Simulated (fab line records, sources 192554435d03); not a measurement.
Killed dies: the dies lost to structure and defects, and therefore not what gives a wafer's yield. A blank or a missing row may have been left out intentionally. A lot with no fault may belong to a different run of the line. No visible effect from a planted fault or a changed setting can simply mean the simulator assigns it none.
fab line records	flow n5-finfet
record: lots: 7	wafers: 39
route steps=1938 shown PASSIVATION@1930
start-h: hours from the record's opening day to when the first of the lot's shown wafers began	wait-h: hours since the lot's step before	" identical to the entry in the row above	L1.1+2: a single row standing in for several wafers	- no value, or no start given	* or withheld: withheld	< > ~ a bound
route shown NAME@n: names a module that has steps shown in the file, with the first one's number in the route	usual: mean/standard deviation taken from wafers without a fault	same: alike in all rows	chamber/n: place in a boat	sites: readings site by site	_std_site: standard deviation of those values	_edge_site: outer sites' mean less inner sites'	radius-mm: for every site, how far away it sits from the centre of the wafer	mask NAME#n: copy n	behind: the last tool/chamber to shape the wafer	hold: reason for holding the lot/hours on hold/outcome of the hold	device: the transistor (n, p or np) that didn't switch	end of line: tests of these same wafers at the route's end	for a step that has no rows: nothing shown but its recipe	killed: dies that structure and defects cost at the first sort, which is not the same as the wafer's yield	map: a wafer's dies, x killed, . not, _ none there
set.NAME: setting as actually run; set.NAME@STEP: the setting as run at that earlier step	model.NAME: the simulator's own value behind a step, which no gauge read
lots with deliberately changed settings; one table per step, one row per wafer
== steps ==
step: N5_PASSIVATION_ETCH_54
recipe: chemistry: CHF3/O2	target: SiO2	target-depth-a: 8800	CHF3_flow_sccm: 50	O2_flow_sccm: 5	Ar_flow_sccm: 200	time-s: 440	mask-material: PR	pressure-mtorr: 30	source-w: 650	bias-w: 170	ion-energy-ev: 200
lot.wafer	tool	chamber	start-h	wait-h	set.time-s	model.PASSIVATION.feature-depth-nm	model.etch.depth-nm
L076.1	rie-diel-04	0	260.79	0.1	440	877.8	877.8
L076.2	"	2	"	"	358.2	700.6	700.6
L076.3	"	1	"	"	440	873.4	873.4
L076.4	"	3	"	"	358.2	731.4	731.5
L076.5	"	3	"	"	358.2	720.4	720.3
L076.6	"	0	"	"	440	873.2	873.2
L078.1	rie-diel-04	2	294.13	0.1	440	849.2	849.2
L078.2	"	3	"	"	528.9	1056	1056
L078.3	"	1	"	"	528.9	1051	1051
L078.4	"	0	"	"	440	880.8	880.7
L078.5	"	2	"	"	440	850.8	850.8
L078.6	"	1	"	"	528.9	1046	1046
L081.1	rie-diel-04	2	300.80	0.1	440	855.2	855.2
L081.2	"	1	"	"	440	867.4	867.4
L081.3	"	0	"	"	440	885.6	885.6
L081.4	"	3	"	"	440	881.6	881.5
L081.5	"	0	"	"	440	886.4	886.4
L081.6	"	1	"	"	440	873	873
L084.1	rie-diel-05	0	326.12	0.1	549.5	1130	1130
L084.2	"	3	"	"	440	907.4	907.5
L084.3	"	1	"	"	440	863.8	863.9
L084.4	"	2	"	"	549.5	1080	1080
L084.5	"	0	"	"	549.5	1105	1105
L084.6	"	1	"	"	440	858	858
L089.1	rie-diel-05	0	361.70	0.1	339.7	703.6	703.5
L089.2	"	1	"	"	440	850	850
L089.3	"	2	"	"	440	870.4	870.3
L089.4	"	3	"	"	339.7	704.6	704.6
L089.5	"	2	"	"	440	865.4	865.4
L089.6	"	3	"	"	339.7	704.8	704.8
L091.1	rie-diel-02	1	366.58	0.1	224.3	427.4	427.4
L091.2	"	2	"	"	440	855.2	855.2
L091.3	"	0	"	"	224.3	458.4	458.3
L091.4	"	3	"	"	440	848.2	848.3
L091.5	"	1	"	"	440	836.8	836.8
L091.6	"	0	"	"	224.3	456.8	456.8
L092.1	rie-diel-02	0	390.56	0.1	440	894.4	894.4
L092.2	"	1	"	"	440	843	843
L092.6	"	1	"	"	440	843.2	843.2
step: N5_PASSIVATION_STRIP_48
recipe: chemistry: O2	power-w: 600	temp-c: 60	pressure-mtorr: 30	rf-frequency-hz: 6e+07	bias-power-w: 0	overash-fraction: 0.5	o2-flow-sccm: 225
step: N5_PASSIVATION_STRIP_52
recipe: chemistry: post-etch-residue-remover	time-s: 1200	temp-c: 72.5
step: N5_PASSIVATION_SRD_72
recipe: dry: ipa-marangoni	time-s: 30	temp-c: 23	rinse-liquid: diw
step: N5_PASSIVATION_ANNEAL_56
recipe: temp-c: 400	time-s: 1800	ambient: FGA	idle-temp-c: 300	ramp-up-c-per-min: 5	ramp-down-c-per-min: 3
step: N5_PASSIVATION_PROBE_49
usual: killed_at_M0_to_M3: 34/11	killed_at_M4_up: 13/5.2	killed-at-contacts: 13/6.3	killed-at-front-end: 40/14	killed-at-other: 3.2/2.4	killed-dies: 104/19	killed-open: 69/14	killed-short: 32/7.5
same: gross-dies: 1180	killed-at-back-side: 0
lot.wafer	tool	chamber	start-h	wait-h	set.time-s@PASSIVATION_ETCH_54	killed_at_M0_to_M3	killed_at_M4_up	killed-at-contacts	killed-at-front-end	killed-at-other	killed-dies	killed-open	killed-short
L076.1	prober-02	-	264.15	0.0	440	26	19	12	38	0	95	64	28
L076.2	prober-02	-	264.20	0.1	358.2	27	16	21	45	1067	1176	80	35
L076.3	prober-02	-	264.25	0.1	440	21	11	6	40	3	81	54	23
L076.4	prober-02	-	264.30	0.2	358.2	20	12	22	50	798	902	81	26
L076.5	prober-02	-	264.35	0.2	358.2	20	10	11	19	1005	1065	40	17
L076.6	prober-02	-	264.40	0.3	440	17	18	13	26	3	77	53	20
L078.1	prober-01	-	296.91	0.0	440	35	4	14	839	6	898	51	29
L078.2	prober-01	-	296.96	0.1	528.9	59	10	18	752	0	839	73	41
L078.3	prober-01	-	297.01	0.1	528.9	30	8	11	924	2	975	46	27
L078.4	prober-01	-	297.06	0.2	440	25	8	17	31	2	83	54	28
L078.5	prober-01	-	297.11	0.2	440	30	14	16	27	5	92	64	27
L078.6	prober-01	-	297.16	0.3	528.9	28	9	19	31	0	87	58	23
L081.1	prober-02	-	303.63	0.0	440	35	12	23	43	4	117	77	36
L081.2	prober-02	-	303.68	0.1	440	32	6	14	25	3	80	54	26
L081.3	prober-02	-	303.73	0.1	440	31	31	12	36	6	116	83	29
L081.4	prober-02	-	303.78	0.2	440	26	7	17	24	4	78	54	21
L081.5	prober-02	-	303.83	0.2	440	30	16	10	28	4	88	64	24
L081.6	prober-02	-	303.88	0.3	440	23	13	26	44	6	112	76	35
L084.1	prober-02	-	328.90	0.0	549.5	30	12	18	60	4	124	82	40
L084.2	prober-02	-	328.95	0.1	440	34	12	8	55	4	113	64	47
L084.3	prober-02	-	329.00	0.1	440	41	7	11	27	2	88	58	28
L084.4	prober-02	-	329.05	0.2	549.5	34	11	15	29	5	94	58	35
L084.5	prober-02	-	329.10	0.2	549.5	41	11	15	48	5	120	76	39
L084.6	prober-02	-	329.15	0.3	440	44	19	15	44	5	127	83	40
L089.1	prober-02	-	364.49	0.0	339.7	61	16	15	32	1052	1176	88	37
L089.2	prober-02	-	364.54	0.1	440	52	21	21	39	5	138	95	41
L089.3	prober-02	-	364.59	0.1	440	54	12	14	47	2	129	83	37
L089.4	prober-02	-	364.64	0.2	339.7	45	12	17	31	1057	1162	65	43
L089.5	prober-02	-	364.69	0.2	440	36	9	13	33	4	95	58	27
L089.6	prober-02	-	364.74	0.3	339.7	64	7	11	37	1049	1168	83	39
L091.1	prober-01	-	369.36	0.0	224.3	22	19	12	36	1091	1180	59	31
L091.2	prober-01	-	369.41	0.1	440	51	7	18	53	1	130	86	43
L091.3	prober-01	-	369.46	0.1	224.3	28	16	16	39	1081	1180	62	37
L091.4	prober-01	-	369.51	0.2	440	40	23	15	24	0	102	67	29
L091.5	prober-01	-	369.56	0.2	440	38	17	16	36	9	116	74	32
L091.6	prober-01	-	369.61	0.3	224.3	38	15	16	32	1079	1180	61	40
L092.1	prober-01	-	393.34	0.0	440	36	6	36	25	3	106	77	28
L092.2	prober-01	-	393.39	0.1	440	47	13	27	48	3	138	90	44
L092.6	prober-01	-	393.59	0.3	440	20	10	17	21	1	69	50	18
killed by level:class
L076.1 MOL_CONTACT_COAG:geometric-particle:open=11 FIN_SAQP:geometric-particle:short=9 FIN_SAQP:geometric-particle:open=7 DUMMY_GATE:geometric-particle:open=5 BEOL_M0_SAQP:geometric-particle:open=5 BEOL_M2:geometric-particle:open=5 BEOL_M4:geometric-particle:open=5 BEOL_M0:geometric-particle:open=4
L076.2 PASSIVATION:area-etch=1060 MOL_CONTACT_COAG:geometric-particle:open=15 FIN_SAQP:geometric-particle:open=14 STI_FIN_REVEAL:geometric-particle:open=11 BEOL_M2:geometric-particle:open=8 BEOL_M4:geometric-particle:open=7 MOL_CONTACT_COAG:geometric-particle:short=6 FIN_SAQP:geometric-particle:short=5
L076.3 FIN_SAQP:geometric-particle:open=11 FIN_SAQP:geometric-particle:short=7 STI_FIN_REVEAL:geometric-particle:open=7 MOL_CONTACT_COAG:geometric-particle:open=6 BEOL_M0_SAQP:geometric-particle:open=6 BEOL_M0:geometric-particle:open=6 BEOL_M0_SAQP:geometric-particle:short=4 STARTING-WAFER:geometric-particle:short=4
L076.4 PASSIVATION:area-etch=795 MOL_CONTACT_COAG:geometric-particle:open=18 FIN_SAQP:geometric-particle:open=12 BEOL_M2:geometric-particle:open=10 FIN_SAQP:geometric-particle:short=8 STI_FIN_REVEAL:geometric-particle:open=6 DUMMY_GATE:geometric-particle:open=5 STARTING-WAFER:geometric-particle:open=5
L076.5 PASSIVATION:area-etch=1004 MOL_CONTACT_COAG:geometric-particle:open=8 BEOL_M0_SAQP:geometric-particle:open=5 BEOL_M3:geometric-particle:open=4 STI_FIN_REVEAL:geometric-particle:open=3 GATE_CUT:geometric-particle:open=3 BEOL_M5:geometric-particle:open=3 BEOL_M2:geometric-particle:short=3
L076.6 MOL_CONTACT_COAG:geometric-particle:open=11 BEOL_M4:geometric-particle:open=8 FIN_SAQP:geometric-particle:open=7 BEOL_M2:geometric-particle:open=7 STI_FIN_REVEAL:geometric-particle:open=6 BEOL_M5:geometric-particle:open=4 DUMMY_GATE:geometric-particle:short=3 BEOL_M0_SAQP:geometric-particle:short=3
L078.1 FIN_SAQP:area-etch=815 MOL_CONTACT_COAG:geometric-particle:open=13 BEOL_M0_SAQP:geometric-particle:short=11 STI_FIN_REVEAL:geometric-particle:open=8 BEOL_M0_SAQP:geometric-particle:open=7 BEOL_M3:geometric-particle:open=6 BEOL_M1:geometric-particle:open=3 PASS1_DEP:geometric-particle:open=3
L078.2 FIN_SAQP:area-etch=724 BEOL_M3:geometric-particle:open=16 MOL_CONTACT_COAG:geometric-particle:open=12 BEOL_M0_SAQP:geometric-particle:short=11 STI_FIN_REVEAL:geometric-particle:open=7 BEOL_M1:geometric-particle:open=7 MOL_CONTACT_COAG:geometric-particle:short=6 BEOL_M3:geometric-particle:short=6
L078.3 FIN_SAQP:area-etch=900 STI_FIN_REVEAL:geometric-particle:open=13 BEOL_M0_SAQP:geometric-particle:short=8 MOL_CONTACT_COAG:geometric-particle:open=6 MOL_CONTACT_COAG:geometric-particle:short=5 BEOL_M0:geometric-particle:open=5 STI_FIN_REVEAL:geometric-particle:short=4 BEOL_M0_SAQP:geometric-particle:open=4
L078.4 MOL_CONTACT_COAG:geometric-particle:open=14 BEOL_M0_SAQP:geometric-particle:open=6 ILD0:geometric-particle:open=5 FIN_SAQP:geometric-particle:open=4 BEOL_M0_SAQP:geometric-particle:short=4 BEOL_M3:geometric-particle:short=4 BEOL_M3:geometric-particle:open=4 STARTING-WAFER:geometric-particle:short=4
L078.5 MOL_CONTACT_COAG:geometric-particle:open=13 BEOL_M3:geometric-particle:open=9 BEOL_M4:geometric-particle:open=9 STI_FIN_REVEAL:geometric-particle:open=7 BEOL_M1:geometric-particle:open=7 ILD0:geometric-particle:open=4 ILD0:geometric-particle:short=4 STARTING-WAFER:geometric-particle:short=4
L078.6 MOL_CONTACT_COAG:geometric-particle:open=16 BEOL_M3:geometric-particle:open=13 STI_FIN_REVEAL:geometric-particle:open=9 BEOL_M0_SAQP:geometric-particle:short=6 FIN_SAQP:geometric-particle:short=4 GATE_CUT:geometric-particle:short=4 MOL_CONTACT_COAG:geometric-particle:short=3 BEOL_M0_SAQP:geometric-particle:open=3
L081.1 MOL_CONTACT_COAG:geometric-particle:open=15 STI_FIN_REVEAL:geometric-particle:open=11 BEOL_M3:geometric-particle:open=9 MOL_CONTACT_COAG:geometric-particle:short=8 BEOL_M2:geometric-particle:open=6 BEOL_M4:geometric-particle:open=6 FIN_SAQP:geometric-particle:open=5 BEOL_M1:geometric-particle:open=5
L081.2 MOL_CONTACT_COAG:geometric-particle:open=12 STI_FIN_REVEAL:geometric-particle:open=9 BEOL_M0_SAQP:geometric-particle:open=9 BEOL_M0_SAQP:geometric-particle:short=8 BEOL_M3:geometric-particle:open=8 BEOL_M1:geometric-particle:open=3 STARTING-WAFER:geometric-particle:open=3 FIN_SAQP:geometric-particle:short=2
L081.3 BEOL_M4:geometric-particle:open=18 STI_FIN_REVEAL:geometric-particle:open=14 MOL_CONTACT_COAG:geometric-particle:open=11 BEOL_M2:geometric-particle:open=9 BEOL_M0_SAQP:geometric-particle:short=8 FIN_SAQP:geometric-particle:open=7 FIN_SAQP:geometric-particle:short=5 DUMMY_GATE:geometric-particle:open=4
L081.4 MOL_CONTACT_COAG:geometric-particle:open=15 STI_FIN_REVEAL:geometric-particle:open=8 BEOL_M1:geometric-particle:open=6 BEOL_M2:geometric-particle:open=6 BEOL_M0_SAQP:geometric-particle:short=4 BEOL_M0_SAQP:geometric-particle:open=4 BEOL_M3:geometric-particle:open=4 ZERO_LAYER:coat-microbubble-printed=3
L081.5 BEOL_M4:geometric-particle:open=13 STI_FIN_REVEAL:geometric-particle:open=11 MOL_CONTACT_COAG:geometric-particle:open=9 BEOL_M0_SAQP:geometric-particle:open=9 FIN_SAQP:geometric-particle:open=6 FIN_SAQP:geometric-particle:short=4 BEOL_M2:geometric-particle:open=4 BEOL_M3:geometric-particle:short=4
L081.6 STI_FIN_REVEAL:geometric-particle:open=19 MOL_CONTACT_COAG:geometric-particle:open=19 MOL_CONTACT_COAG:geometric-particle:short=7 STI_FIN_REVEAL:geometric-particle:short=6 BEOL_M0_SAQP:geometric-particle:short=5 SPACER0:geometric-particle:open=4 BEOL_M4:geometric-particle:open=4 BEOL_M3:geometric-particle:open=4
L084.1 FIN_SAQP:geometric-particle:open=23 BEOL_M2:geometric-particle:open=16 MOL_CONTACT_COAG:geometric-particle:open=13 FIN_SAQP:geometric-particle:short=11 MOL_CONTACT_COAG:geometric-particle:short=5 STI_FIN_REVEAL:geometric-particle:open=4 BEOL_M4:geometric-particle:open=4 DUMMY_GATE:geometric-particle:open=3
L084.2 FIN_SAQP:geometric-particle:short=23 FIN_SAQP:geometric-particle:open=11 BEOL_M2:geometric-particle:open=10 MOL_CONTACT_COAG:geometric-particle:open=7 BEOL_M0_SAQP:geometric-particle:open=7 BEOL_M0_SAQP:geometric-particle:short=4 BEOL_M3:geometric-particle:short=4 BEOL_M5:geometric-particle:open=4
L084.3 BEOL_M2:geometric-particle:open=12 MOL_CONTACT_COAG:geometric-particle:open=8 BEOL_M0_SAQP:geometric-particle:open=7 GATE_CUT:geometric-particle:open=7 BEOL_M3:geometric-particle:open=6 BEOL_M0_SAQP:geometric-particle:short=5 FIN_SAQP:geometric-particle:open=4 FIN_SAQP:geometric-particle:short=4
L084.4 MOL_CONTACT_COAG:geometric-particle:open=9 BEOL_M2:geometric-particle:open=8 MOL_CONTACT_COAG:geometric-particle:short=6 BEOL_M0_SAQP:geometric-particle:open=6 FIN_SAQP:geometric-particle:open=5 FIN_SAQP:geometric-particle:short=5 DUMMY_GATE:geometric-particle:open=5 BEOL_M0_SAQP:geometric-particle:short=5
L084.5 MOL_CONTACT_COAG:geometric-particle:open=14 FIN_SAQP:geometric-particle:short=10 BEOL_M0_SAQP:geometric-particle:open=9 BEOL_M0_SAQP:geometric-particle:short=8 GATE_CUT:geometric-particle:short=7 FIN_SAQP:geometric-particle:open=6 BEOL_M2:geometric-particle:open=6 BEOL_M4:geometric-particle:open=6
L084.6 MOL_CONTACT_COAG:geometric-particle:open=11 BEOL_M0_SAQP:geometric-particle:short=10 BEOL_M2:geometric-particle:open=10 FIN_SAQP:geometric-particle:open=9 BEOL_M0_SAQP:geometric-particle:open=8 STI_FIN_REVEAL:geometric-particle:open=7 FIN_SAQP:geometric-particle:short=6 DUMMY_GATE:geometric-particle:open=5
L089.1 PASSIVATION:area-etch=1048 MOL_CONTACT_COAG:geometric-particle:open=14 BEOL_M0_SAQP:geometric-particle:open=12 BEOL_M1:geometric-particle:open=10 BEOL_M2:geometric-particle:open=10 BEOL_M0_SAQP:geometric-particle:short=9 BEOL_M3:geometric-particle:open=8 FIN_SAQP:geometric-particle:open=7
L089.2 MOL_CONTACT_COAG:geometric-particle:open=15 BEOL_M4:geometric-particle:open=15 BEOL_M0_SAQP:geometric-particle:short=12 BEOL_M0_SAQP:geometric-particle:open=12 BEOL_M3:geometric-particle:open=9 FIN_SAQP:geometric-particle:open=9 STI_FIN_REVEAL:geometric-particle:open=6 DUMMY_GATE:geometric-particle:open=6
L089.3 BEOL_M2:geometric-particle:open=14 STI_FIN_REVEAL:geometric-particle:open=12 MOL_CONTACT_COAG:geometric-particle:open=9 BEOL_M0_SAQP:geometric-particle:open=9 FIN_SAQP:geometric-particle:open=8 BEOL_M1:geometric-particle:open=7 FIN_SAQP:geometric-particle:short=6 BEOL_M5:geometric-particle:open=6
L089.4 PASSIVATION:area-etch=1053 FIN_SAQP:geometric-particle:short=15 MOL_CONTACT_COAG:geometric-particle:open=14 BEOL_M0_SAQP:geometric-particle:short=13 BEOL_M1:geometric-particle:open=6 BEOL_M2:geometric-particle:open=6 FIN_SAQP:geometric-particle:open=5 BEOL_M3:geometric-particle:open=5
L089.5 FIN_SAQP:geometric-particle:open=8 MOL_CONTACT_COAG:geometric-particle:open=8 BEOL_M0_SAQP:geometric-particle:open=8 BEOL_M0_SAQP:geometric-particle:short=7 BEOL_M2:geometric-particle:open=7 DUMMY_GATE:geometric-particle:open=5 BEOL_M0:geometric-particle:open=5 PASS1_DEP:geometric-particle:short=4
L089.6 PASSIVATION:area-etch=1045 BEOL_M0_SAQP:geometric-particle:open=15 BEOL_M1:geometric-particle:open=15 GATE_CUT:geometric-particle:short=10 BEOL_M3:geometric-particle:open=9 MOL_CONTACT_COAG:geometric-particle:open=8 BEOL_M0_SAQP:geometric-particle:short=8 BEOL_M2:geometric-particle:open=7
L091.1 PASSIVATION:area-etch=1087 MOL_CONTACT_COAG:geometric-particle:open=12 FIN_SAQP:geometric-particle:short=9 BEOL_M4:geometric-particle:open=9 BEOL_M0_SAQP:geometric-particle:open=7 FIN_SAQP:geometric-particle:open=5 BEOL_M0_SAQP:geometric-particle:short=5 STI_FIN_REVEAL:geometric-particle:open=4
L091.2 MOL_CONTACT_COAG:geometric-particle:open=12 BEOL_M2:geometric-particle:open=12 FIN_SAQP:geometric-particle:open=9 BEOL_M0_SAQP:geometric-particle:open=9 FIN_SAQP:geometric-particle:short=8 STI_FIN_REVEAL:geometric-particle:open=8 BEOL_M0_SAQP:geometric-particle:short=8 DUMMY_GATE:geometric-particle:open=7
L091.3 PASSIVATION:area-etch=1079 MOL_CONTACT_COAG:geometric-particle:open=12 BEOL_M4:geometric-particle:open=8 FIN_SAQP:geometric-particle:short=7 GATE_CUT:geometric-particle:short=7 DUMMY_GATE:geometric-particle:open=6 BEOL_M1:geometric-particle:open=6 BEOL_M5:geometric-particle:open=6
L091.4 BEOL_M2:geometric-particle:open=12 BEOL_M4:geometric-particle:open=11 MOL_CONTACT_COAG:geometric-particle:short=8 BEOL_M3:geometric-particle:open=8 FIN_SAQP:geometric-particle:open=6 MOL_CONTACT_COAG:geometric-particle:open=5 BEOL_M0_SAQP:geometric-particle:open=5 FIN_SAQP:geometric-particle:short=4
L091.5 MOL_CONTACT_COAG:geometric-particle:open=11 DUMMY_GATE:geometric-particle:open=8 FIN_SAQP:geometric-particle:open=7 BEOL_M4:geometric-particle:open=7 BEOL_M0_SAQP:geometric-particle:open=6 BEOL_M1:interface-void-opened=6 BEOL_M3:geometric-particle:open=5 FIN_SAQP:geometric-particle:short=4
L091.6 PASSIVATION:area-etch=1074 MOL_CONTACT_COAG:geometric-particle:open=10 STI_FIN_REVEAL:geometric-particle:open=10 BEOL_M0_SAQP:geometric-particle:open=9 BEOL_M0_SAQP:geometric-particle:short=9 BEOL_M2:geometric-particle:short=8 MOL_CONTACT_COAG:geometric-particle:short=6 BEOL_M2:geometric-particle:open=6
L092.1 MOL_CONTACT_COAG:geometric-particle:open=29 BEOL_M2:geometric-particle:open=11 STI_FIN_REVEAL:geometric-particle:open=9 MOL_CONTACT_COAG:geometric-particle:short=7 BEOL_M0_SAQP:geometric-particle:short=6 BEOL_M0:geometric-particle:open=5 BEOL_M3:geometric-particle:open=5 FIN_SAQP:geometric-particle:short=3
L092.2 MOL_CONTACT_COAG:geometric-particle:open=20 FIN_SAQP:geometric-particle:short=13 BEOL_M3:geometric-particle:open=11 FIN_SAQP:geometric-particle:open=8 STI_FIN_REVEAL:geometric-particle:open=7 MOL_CONTACT_COAG:geometric-particle:short=7 BEOL_M0_SAQP:geometric-particle:short=7 BEOL_M0_SAQP:geometric-particle:open=6
L092.6 MOL_CONTACT_COAG:geometric-particle:open=13 BEOL_M1:geometric-particle:open=8 STI_FIN_REVEAL:geometric-particle:open=4 MOL_CONTACT_COAG:geometric-particle:short=4 BEOL_M0_SAQP:geometric-particle:open=4 FIN_SAQP:geometric-particle:open=3 GATE_CUT:geometric-particle:short=3 BEOL_M4:geometric-particle:open=3
== key ==
split: step: N5_PASSIVATION_ETCH_54	setting: time-s	stated: 440	by: wafer
response: step: N5_PASSIVATION_ETCH_54	reading: model.PASSIVATION.feature-depth-nm	change: +8.29	per: 1%	r: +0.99
response: step: N5_PASSIVATION_ETCH_54	reading: model.etch.depth-nm	change: +8.29	per: 1%	r: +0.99
response: step: N5_PASSIVATION_PROBE_49	reading: killed-at-other	shape: bent	at-lowest: 1083.7	at-stated: 3.5	at-highest: 4.7
